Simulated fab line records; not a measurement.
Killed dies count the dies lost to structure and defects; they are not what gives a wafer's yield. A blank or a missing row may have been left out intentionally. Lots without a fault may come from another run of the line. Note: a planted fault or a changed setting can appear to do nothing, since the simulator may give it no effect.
fab line records | flow nandHarc
[record] lots = 12 | wafers = 36 | lastDay = 34
route steps=1302 shown P_M2@350 A_ONON_D1@440 A_CHANNEL_HOLE_D1@466 END@1302
lots that met no fault: taken from a fault-free run of the same line
startH: hours from the record's first day to the start of the lot's first wafer shown | waitH: hours elapsed since this lot's preceding step | " unchanged from the row above | L1.1+2: several wafers, shown together as one row | - no value, or no start given | * or withheld: withheld | < > ~ a bound
route shown NAME@n: names a module that has steps shown in the file, with the first one's number in the route | usual: mean/standard deviation of fault-free wafers | same: alike in all rows | chamber/n: place in a boat | sites: per-site readings | _std_site: how widely they spread, as a standard deviation | _edge_site: outer sites' mean less inner sites' | radiusMm: for every site, how far away it sits from the centre of the wafer | mask NAME#n: copy n | behind: the last tool/chamber to shape the wafer | hold: the reason the lot was held/the length of the hold in hours/how it ended | device: transistor that didn't switch, given as n, p or np | end of line: at the end of the route, the tests of the same wafers | step lacking rows: just its recipe | killed: not the wafer's yield, but the dies lost to structure and defects at the first sort | map: a wafer's dies, marking killed ones x, the rest . and places with no die _
set.NAME: setting as actually run; set.NAME@STEP: the setting as run at that earlier step | model.NAME: the simulator's own value behind a step, which no gauge read
the route's steps for a sample of lots (tables are steps, rows are wafers)
services: when a tool's chamber went out of use (startH, in hours from the record's first day, below 0 if earlier), for how many hours, and the reason
[[steps]]
[step NHARC_P_M2_DEP_33]
[recipe] targetThkA = 300 | tempC = 370 | targetThkNm = 30 | pressureTorr = 3 | flowSccm = 200 | rfW = 450 | material = SiCN
[usual] chamberPressureTorr = 3.000/0.0068 | heaterPowerOuterW = 318/51 | heaterPowerW = 572/87
lot.wafer | tool     | chamber | startH | waitH | chamberPressureTorr | heaterPowerOuterW | heaterPowerW
L942.2    | pecvd-04 | 0       | 132.33 | 0.1   | 2.999               | 356               | 568
L942.3    | "        | 2       | "      | "     | 2.996               | 256               | 535
L942.4    | "        | 1       | "      | "     | 3.001               | 304               | 553
L943.1    | pecvd-04 | 1       | 142.09 | 0.1   | 3.007               | 333               | 580
L943.2    | "        | 2       | "      | "     | 2.995               | 332               | 633
L943.5    | "        | 1       | "      | "     | 2.993               | 321               | 581
L945.3    | pecvd-04 | 2       | 157.14 | 0.1   | 3.003               | 259               | 520
L945.5    | "        | 0       | "      | "     | 3.007               | 366               | 616
L945.4    | "        | 2       | "      | "     | 2.998               | 260               | 517
L948.3    | pecvd-04 | 0       | 194.55 | 0.1   | 2.999               | 288               | 503
L948.4    | "        | 2       | "      | "     | 2.993               | 255               | 524
L948.6    | "        | 1       | "      | "     | 3.009               | 330               | 586
L950.2    | pecvd-01 | 0       | 211.58 | 0.1   | 2.993               | 266               | 430
L950.3    | "        | 1       | "      | "     | 2.999               | 415               | 750
L950.4    | "        | 0       | "      | "     | 3.004               | 271               | 430
L951.2    | pecvd-03 | 2       | 219.42 | 0.1   | 2.995               | 292               | 530
L951.3    | "        | 0       | "      | "     | 2.996               | 311               | 548
L951.6    | "        | 1       | "      | "     | 2.992               | 283               | 537
L953.1    | pecvd-04 | 0       | 243.89 | 0.1   | 2.996               | 303               | 498
L953.3    | "        | 1       | "      | "     | 2.992               | 302               | 535
L953.6    | "        | 1       | "      | "     | 2.989               | 305               | 537
L959.1    | pecvd-04 | 1       | 306.09 | 0.1   | 2.996               | 298               | 542
L959.3    | "        | 0       | "      | "     | 2.991               | 377               | 621
L959.5    | "        | 2       | "      | "     | 3.001               | 294               | 584
L960.3    | pecvd-04 | 0       | 307.79 | 0.1   | 2.995               | 370               | 605
L960.1    | "        | 1       | "      | "     | 2.997               | 320               | 572
L960.5    | "        | 0       | "      | "     | 2.989               | 372               | 627
L963.4    | pecvd-03 | 1       | 337.63 | 0.2   | 3.007               | 299               | 565
L963.6    | "        | 2       | "      | "     | 2.998               | 364               | 618
L963.5    | "        | 1       | "      | "     | 2.999               | 302               | 576
L964.3    | pecvd-04 | 1       | 350.55 | 0.1   | 3.003               | 303               | 551
L964.1    | "        | 2       | "      | "     | 3.003               | 278               | 554
L964.6    | "        | 1       | "      | "     | 2.997               | 324               | 555
L965.3    | pecvd-04 | 0       | 370.83 | 0.1   | 3.010               | 305               | 512
L965.5    | "        | 0       | "      | "     | 2.996               | 308               | 525
L965.4    | "        | 2       | "      | "     | 2.984               | 276               | 559
[step NHARC_A_ONON_D1_DEP_22]
[recipe] targetThkA = 10000 | n2FlowSccm = 2750 | n2oFlowSccm = 2000 | nh3FlowSccm = 500 | sih4FlowSccm = 210 | tempC = 400
[usual] n2FlowSccm = 2750/8.5 | n2oFlowSccm = 2001/5.7
lot.wafer | tool         | chamber | startH | waitH | n2FlowSccm | n2oFlowSccm
L942.2    | pecvdOnon-03 | 0       | 173.78 | 0.1   | 2747       | 1997
L942.3    | "            | 0       | "      | "     | 2743       | 1999
L942.4    | "            | 0       | "      | "     | 2746       | 2002
L943.1    | pecvdOnon-03 | 0       | 181.58 | 0.1   | 2753       | 2007
L943.2    | "            | 0       | "      | "     | 2755       | 2008
L943.5    | "            | 0       | "      | "     | 2761       | 2013
L945.3    | pecvdOnon-01 | 0       | 196.14 | 0.3   | 2742       | 2002
L945.4    | "            | 0       | "      | "     | 2752       | 2004
L945.5    | "            | 0       | "      | "     | 2751       | 2001
L948.3    | pecvdOnon-04 | 0       | 234.52 | 0.2   | 2732       | 2006
L948.4    | "            | 0       | "      | "     | 2743       | 1998
L948.6    | "            | 0       | "      | "     | 2742       | 1995
L950.2    | pecvdOnon-03 | -       | 251.39 | 0.1   | -          | -
L950.3    | "            | -       | "      | "     | -          | -
L950.4    | "            | -       | "      | "     | -          | -
L951.2    | pecvdOnon-03 | -       | 262.64 | 0.1   | -          | -
L951.3    | "            | -       | "      | "     | -          | -
L951.6    | "            | -       | "      | "     | -          | -
L953.1    | pecvdOnon-01 | 0       | 283.03 | 0.1   | 2742       | 2000
L953.3    | "            | 0       | "      | "     | 2750       | 1993
L953.6    | "            | 0       | "      | "     | 2759       | 1998
L960.1    | pecvdOnon-04 | 0       | 345.10 | 0.1   | 2747       | 1992
L960.3    | "            | 0       | "      | "     | 2747       | 2002
L960.5    | "            | 0       | "      | "     | 2744       | 2000
L959.1    | pecvdOnon-03 | 0       | 345.13 | 0.1   | 2743       | 1995
L959.3    | "            | 0       | "      | "     | 2753       | 1999
L959.5    | "            | 0       | "      | "     | 2739       | 1995
L963.4    | pecvdOnon-03 | 0       | 377.01 | 0.2   | 2749       | 1993
L963.5    | "            | 0       | "      | "     | 2755       | 1996
L963.6    | "            | 0       | "      | "     | 2766       | 1993
L964.1    | pecvdOnon-01 | 0       | 390.98 | 0.1   | 2743       | 2000
L964.3    | "            | 0       | "      | "     | 2750       | 2003
L964.6    | "            | 0       | "      | "     | 2755       | 2008
L965.3    | pecvdOnon-01 | 0       | 411.40 | 0.2   | 2748       | 1997
L965.4    | "            | 0       | "      | "     | 2744       | 2006
L965.5    | "            | 0       | "      | "     | 2752       | 2001
[step NHARC_A_CHANNEL_HOLE_D1_ETCH_38]
[recipe] targetDepthA = 390 | overEtchFrac = 0.3 | timeS = 65 | ionEnergyEv = 80 | cf4FlowSccm = 150 | arFlowSccm = 0 | rfW = 300 | biasW = 100 | chemistry = CF4
[usual] drypumpMotorCurrentA = 5.8/0.45 | mfcArSccm = 0.0006/0.0014 | oesProductAu = 1.001/0.01 | rfVppV = 151.1/1.2 | showerheadPlenumPTorr = 1.75/0.077 | throttleValvePct = 13.283/0.01
[same] overEtchFrac = 0.3
lot.wafer | tool       | chamber | startH | waitH | drypumpMotorCurrentA | mfcArSccm | oesProductAu | rfHoursCounterH | rfVppV | showerheadPlenumPTorr | throttleValvePct
L942.4    | rieDiel-07 | 2       | 179.20 | 0.1   | 5.5                  | 0         | 0.981        | 4               | 151.2  | 1.72                  | 13.279
L942.2    | "          | 3       | "      | "     | 6.5                  | 0         | 0.994        | 4               | 152.3  | 1.89                  | 13.283
L942.3    | "          | 0       | "      | "     | 6.0                  | 0         | 0.998        | 4               | 150.0  | 1.71                  | 13.296
L943.1    | rieDiel-07 | 0       | 186.98 | 0.1   | 5.9                  | 0         | 0.992        | 5               | 151.1  | 1.71                  | 13.272
L943.2    | "          | 1       | "      | "     | 5.3                  | 0.0009    | 0.995        | 5               | 149.3  | 1.71                  | 13.288
L943.5    | "          | 0       | "      | "     | 6.0                  | 0         | 0.996        | -               | 150.5  | 1.71                  | 13.273
L945.3    | rieDiel-13 | 1       | 208.09 | 0.1   | 6.2                  | 0         | 1.010        | 11              | 149.0  | 1.67                  | 13.284
L945.4    | "          | 3       | "      | "     | 5.4                  | 0.0062    | 1.002        | 12              | 152.7  | 1.85                  | 13.295
L945.5    | "          | 1       | "      | "     | 6.3                  | 0         | 1.008        | -               | 150.2  | 1.67                  | 13.285
L948.4    | rieDiel-07 | 1       | 240.61 | 0.1   | 5.3                  | 0.0009    | 0.992        | 10              | 150.7  | 1.70                  | 13.275
L948.3    | "          | 3       | "      | "     | 6.5                  | 0         | 0.999        | 10              | 151.7  | 1.89                  | 13.294
L948.6    | "          | 0       | "      | "     | 6.0                  | 0         | 0.992        | -               | 150.6  | 1.71                  | 13.283
L953.1    | rieDiel-07 | 3       | 288.07 | 0.1   | 6.5                  | 0         | 0.992        | 14              | 152.4  | 1.88                  | 13.272
L953.3    | "          | 0       | "      | "     | 6.0                  | 0         | 0.988        | 15              | 150.7  | 1.71                  | 13.269
L953.6    | "          | 3       | "      | "     | 6.5                  | 0         | 0.999        | -               | 152.4  | 1.88                  | 13.257
L960.3    | rieDiel-07 | 3       | 350.95 | 0.1   | 6.5                  | 0         | 1.008        | 5               | 151.3  | 1.88                  | 13.280
L960.1    | "          | 0       | "      | "     | 6.0                  | 0         | 0.984        | 4               | 150.3  | 1.71                  | 13.276
L960.5    | "          | 2       | "      | "     | 5.5                  | 0         | 1.000        | -               | 151.0  | 1.71                  | 13.272
L959.1    | rieDiel-07 | 2       | 351.21 | 0.2   | 5.5                  | 0         | 0.996        | 5               | 151.5  | 1.71                  | 13.280
L959.3    | "          | 0       | "      | "     | 6.0                  | 0         | 0.991        | 4               | 150.7  | 1.70                  | 13.282
L959.5    | "          | 1       | "      | "     | 5.3                  | 0.0009    | 1.016        | -               | 149.9  | 1.70                  | 13.281
L963.4    | rieDiel-07 | 3       | 386.19 | 0.1   | 6.5                  | 0         | 1.027        | 8               | 152.5  | 1.88                  | 13.273
L963.5    | "          | 3       | "      | "     | 6.4                  | 0         | 1.023        | -               | 152.3  | 1.88                  | 13.290
L963.6    | "          | 0       | "      | "     | 5.9                  | 0         | 1.002        | -               | 149.9  | 1.70                  | 13.284
L964.3    | rieDiel-07 | 1       | 396.18 | 0.1   | 5.3                  | 0.0009    | 1.004        | 9               | 150.7  | 1.70                  | 13.261
L964.1    | "          | 2       | "      | "     | 5.5                  | 0         | 0.997        | 9               | 151.0  | 1.71                  | 13.283
L964.6    | "          | 0       | "      | "     | 6.0                  | 0         | 1.012        | -               | 149.5  | 1.70                  | 13.294
L965.3    | rieDiel-07 | 2       | 416.74 | 0.1   | 5.6                  | 0         | 1.002        | 11              | 150.4  | 1.71                  | 13.276
L965.4    | "          | 0       | "      | "     | 6.0                  | 0         | 0.996        | 8               | 152.4  | 1.70                  | 13.294
L965.5    | "          | 1       | "      | "     | 5.3                  | 0.0009    | 0.999        | -               | 150.1  | 1.70                  | 13.286
[step NHARC_A_CHANNEL_HOLE_D1_ETCH_16]
[recipe] targetDepthA = 31000 | overEtchFrac = 0.3 | timeS = 806 | ionEnergyEv = 150 | o2FlowSccm = 400 | cosFlowSccm = 20 | arFlowSccm = 0 | rfW = 500 | biasW = 300 | chemistry = O2/COS
[usual] drypumpMotorCurrentA = 5.8/0.45 | mfcArSccm = 0.0006/0.0013 | oesProductAu = 1.001/0.011 | rfVppV = 313.6/2 | showerheadPlenumPTorr = 3.09/0.14 | throttleValvePct = 28.332/0.0089
[same] overEtchFrac = 0.3
lot.wafer | tool       | chamber | startH | waitH | drypumpMotorCurrentA | mfcArSccm | oesProductAu | rfHoursCounterH | rfVppV | showerheadPlenumPTorr | throttleValvePct
L942.2    | rieDiel-07 | 0       | -      | -     | 6.0                  | 0         | 0.997        | 4               | 312.8  | 3.02                  | 28.331
L942.4    | "          | 1       | "      | "     | 5.3                  | 0.0009    | 1.017        | 4               | 313.1  | 3.01                  | 28.342
L942.3    | "          | 2       | "      | "     | 5.6                  | 0         | 0.986        | 4               | 313.0  | 3.03                  | 28.348
L943.2    | rieDiel-07 | 0       | -      | -     | 6.0                  | 0         | 0.984        | 5               | 311.5  | 3.02                  | 28.333
L943.1    | "          | 2       | "      | "     | 5.6                  | 0         | 0.983        | 5               | 314.3  | 3.03                  | 28.331
L943.5    | "          | 1       | "      | "     | 5.3                  | 0.0009    | 0.994        | -               | 311.0  | 3.01                  | 28.340
L945.4    | rieDiel-13 | 3       | -      | -     | 5.4                  | 0.0062    | 1.001        | 13              | 316.0  | 3.26                  | 28.324
L945.3    | "          | 0       | "      | "     | 6.3                  | 0.0019    | 0.988        | 12              | 315.3  | 3.14                  | 28.343
L945.5    | "          | 3       | "      | "     | 5.4                  | 0.0062    | 1.000        | -               | 316.4  | 3.26                  | 28.322
L948.3    | rieDiel-07 | 1       | -      | -     | 5.3                  | 0.0009    | 1.005        | 11              | 313.6  | 3.01                  | 28.347
L948.4    | "          | 3       | "      | "     | 6.5                  | 0         | 1.001        | 10              | 316.9  | 3.33                  | 28.326
L948.6    | "          | 0       | "      | "     | 5.9                  | 0         | 0.997        | -               | 311.7  | 3.01                  | 28.339
L953.1    | rieDiel-07 | 0       | -      | -     | 6.0                  | 0         | 0.997        | 16              | 311.7  | 3.01                  | 28.335
L953.3    | "          | 1       | "      | "     | 5.4                  | 0.0009    | 1.014        | 15              | 312.8  | 3.00                  | 28.332
L953.6    | "          | 0       | "      | "     | 6.0                  | 0         | 0.987        | -               | 313.0  | 3.01                  | 28.346
L960.1    | rieDiel-07 | 2       | -      | -     | 5.6                  | 0         | 1.009        | 6               | 313.5  | 3.02                  | 28.337
L960.3    | "          | 0       | "      | "     | 6.0                  | 0         | 0.999        | 4               | 313.0  | 3.01                  | 28.310
L960.5    | "          | 2       | "      | "     | 5.6                  | 0         | 1.003        | -               | 311.0  | 3.02                  | 28.317
L959.3    | rieDiel-07 | 3       | -      | -     | 6.5                  | 0         | 1.020        | 6               | 316.7  | 3.32                  | 28.324
L959.1    | "          | 0       | "      | "     | 6.0                  | 0         | 0.984        | 4               | 311.9  | 3.01                  | 28.348
L959.5    | "          | 2       | "      | "     | 5.6                  | 0         | 1.001        | -               | 313.8  | 3.02                  | 28.324
L963.4    | rieDiel-07 | 0       | -      | -     | 6.0                  | 0         | 1.011        | 6               | 313.2  | 3.01                  | 28.323
L963.5    | "          | 1       | "      | "     | 5.3                  | 0.0009    | 1.012        | -               | 312.9  | 3.00                  | 28.331
L963.6    | "          | 2       | "      | "     | 5.6                  | 0         | 1.006        | -               | 313.1  | 3.02                  | 28.340
L964.3    | rieDiel-07 | 0       | -      | -     | 6.0                  | 0         | 1.007        | 7               | 313.4  | 3.01                  | 28.322
L964.1    | "          | 2       | "      | "     | 5.6                  | 0         | 1.001        | 10              | 313.5  | 3.02                  | 28.327
L964.6    | "          | 0       | "      | "     | 6.0                  | 0         | 0.996        | -               | 312.8  | 3.01                  | 28.340
L965.4    | rieDiel-07 | 2       | -      | -     | 5.6                  | 0         | 0.999        | 11              | 313.8  | 3.02                  | 28.328
L965.3    | "          | 0       | "      | "     | 6.0                  | 0         | 0.995        | 8               | 313.0  | 3.01                  | 28.326
L965.5    | "          | 3       | "      | "     | 6.5                  | 0         | 1.017        | -               | 317.1  | 3.32                  | 28.337
[step NHARC_END_SORT_01]
[recipe] tempC = 25
[usual] killedAtArray = 53/18 | killedAtOther = 1.0/1.2 | killedAtPeriphery = 3.6/2.4 | killedDies = 58/18 | killedOpen = 3.4/1.8 | killedShort = 2.3/1.5
[same] grossDies = 677
lot.wafer | tool      | chamber | startH | waitH | killedAtArray | killedAtOther | killedAtPeriphery | killedDies | killedOpen | killedShort
L950.2    | prober-02 | 0       | 644.66 | 2.8   | 675           | 0             | 2                 | 677        | 5          | 5
L950.3    | prober-02 | 0       | 645.46 | 3.1   | 673           | 1             | 3                 | 677        | 3          | 1
L950.4    | prober-02 | 0       | 646.25 | 3.4   | 671           | 1             | 5                 | 677        | 6          | 6
L951.2    | prober-02 | 0       | 652.41 | 2.8   | 669           | 1             | 7                 | 677        | 4          | 3
L951.3    | prober-02 | 0       | 653.20 | 3.1   | 665           | 0             | 12                | 677        | 4          | 1
L951.6    | prober-02 | 0       | 655.57 | 4.0   | 671           | 0             | 6                 | 677        | 3          | 0
// killed by level:class
L950.2 A_ONON_D1:areaDep=625 A_CHANNEL_HOLE_D2:chamberFilmFlake=29 A_CHANNEL_HOLE_D1:chamberFilmFlake=4 A_WL_FILL:chamberFilmFlake=3 A_CONTACT:chamberFilmFlake=3 A_DECK1_JOINT:geometricParticle:short=2 A_SLIT:chamberFilmFlake=2 P_CONTACT:geometricParticle:short=1
L950.3 A_ONON_D1:areaDep=620 A_CHANNEL_HOLE_D2:chamberFilmFlake=36 A_STAIRCASE:chamberFilmFlake=4 A_CONTACT:chamberFilmFlake=4 P_GATE:chamberFilmFlake=2 A_CHANNEL_HOLE_D1:chamberFilmFlake=2 A_CHANNEL_FILL_D1:chamberFilmFlake=2 A_DECK1_JOINT:chamberFilmFlake=2
L950.4 A_ONON_D1:areaDep=624 A_CHANNEL_HOLE_D2:chamberFilmFlake=27 A_CHANNEL_FILL_D1:chamberFilmFlake=4 A_CHANNEL_FILL_D2:geometricParticle:short=3 A_CHANNEL_HOLE_D1:chamberFilmFlake=2 A_WL_FILL:chamberFilmFlake=2 P_CONTACT:geometricParticle:open=1 P_CONTACT:geometricParticle:short=1
L951.2 A_ONON_D1:areaDep=621 A_SLIT:chamberFilmFlake=25 A_CHANNEL_HOLE_D2:chamberFilmFlake=14 P_CONTACT:chamberFilmFlake=2 P_M2:chamberFilmFlake=2 A_WL_FILL:chamberFilmFlake=2 A_CONTACT:chamberFilmFlake=2 P_M0:geometricParticle:open=1
L951.3 A_ONON_D1:areaDep=626 A_SLIT:chamberFilmFlake=20 P_CONTACT:chamberFilmFlake=8 A_CHANNEL_HOLE_D2:chamberFilmFlake=8 A_CHANNEL_HOLE_D1:chamberFilmFlake=5 P_ZERO_WELL:chamberFilmFlake=2 A_CONTACT:chamberFilmFlake=2 P_STI:geometricParticle:open=1
L951.6 A_ONON_D1:areaDep=631 A_SLIT:chamberFilmFlake=21 A_CHANNEL_HOLE_D2:chamberFilmFlake=8 P_CONTACT:chamberFilmFlake=5 A_CHANNEL_HOLE_D1:chamberFilmFlake=4 A_CHANNEL_FILL_D1:chamberFilmFlake=2 P_CONTACT:geometricParticle:open=1 A_CHANNEL_HOLE_D1:geometricParticle:open=1
[[services]]
tool         | chamber | startH | hours | kind
rieDiel-07   | -       | 117.30 | 9.0   | pm
pecvdOnon-04 | -       | 130.10 | 13.0  | pm
pecvd-04     | -       | 133.32 | 1.2   | repair
rieDiel-07   | 3       | 136.23 | 8.5   | repair
rieDiel-13   | 3       | 154.79 | 10.9  | repair
rieDiel-13   | 2       | 160.84 | 3.0   | repair
rieDiel-13   | -       | 165.03 | 9.0   | pm
pecvd-03     | -       | 186.44 | 13.0  | pm
pecvdOnon-03 | -       | 190.23 | 11.4  | repair
rieDiel-13   | 2       | 196.67 | 6.1   | repair
rieDiel-13   | 1       | 216.15 | 3.1   | repair
pecvdOnon-03 | -       | 227.00 | 13.0  | pm
rieDiel-07   | 1       | 251.76 | 3.7   | repair
rieDiel-13   | 2       | 257.45 | 5.0   | repair
pecvd-04     | -       | 269.00 | 13.0  | pm
pecvdOnon-01 | -       | 269.52 | 13.0  | pm
rieDiel-13   | 3       | 274.77 | 7.7   | repair
pecvd-03     | 2       | 283.93 | 3.2   | repair
rieDiel-07   | 0       | 296.34 | 14.7  | repair
pecvdOnon-04 | -       | 311.10 | 13.0  | pm
rieDiel-13   | 3       | 327.11 | 7.0   | repair
pecvd-03     | 0       | 328.59 | 10.6  | repair
pecvd-04     | 1       | 402.43 | 20.2  | repair
pecvdOnon-03 | -       | 408.00 | 13.0  | pm
[[key]]
[firstSign] step = NHARC_A_ONON_D1_DEP_22 | reading = toolRecord | direction = missing
[effect] step = NHARC_END_SORT_01 | reading = killedAtArray | direction = up | sigmas = 35 | usual = 53 | struck = 671
[moreKillsBornAt] NHARC_A_ONON_D1_DEP_22@pecvdOnon-03 = 3747
metAt NHARC_A_ONON_D1_DEP_22
struckLots L950,L951
laterRowsLeftOut L950.2,L950.3,L950.4,L951.2,L951.3,L951.6
testerLeftOut L950,L951
notActingAt NHARC_P_M2_DEP_33,NHARC_A_CHANNEL_HOLE_D1_ETCH_38,NHARC_A_CHANNEL_HOLE_D1_ETCH_16
onsetBetween 181.58 251.39
[fault] kind = skippedStepWhole | tool = pecvdOnon-03 | chamber = - | onsetH = 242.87 | steps = NHARC_A_ONON_D1_DEP_22 | scope = struckLotsOnly
// testerLeftOut: of these lots the tester's yield and bins aren't shown, on N5 and GAA mostly nor the transistor test; their killed dies are dies lost to structure and defects alone, not to doping, threshold or leakage, so they don't give the yield
// laterRowsLeftOut: the simulator's readings of these wafers behind a module that went badly wrong aren't trusted and aren't shown, but for the sort
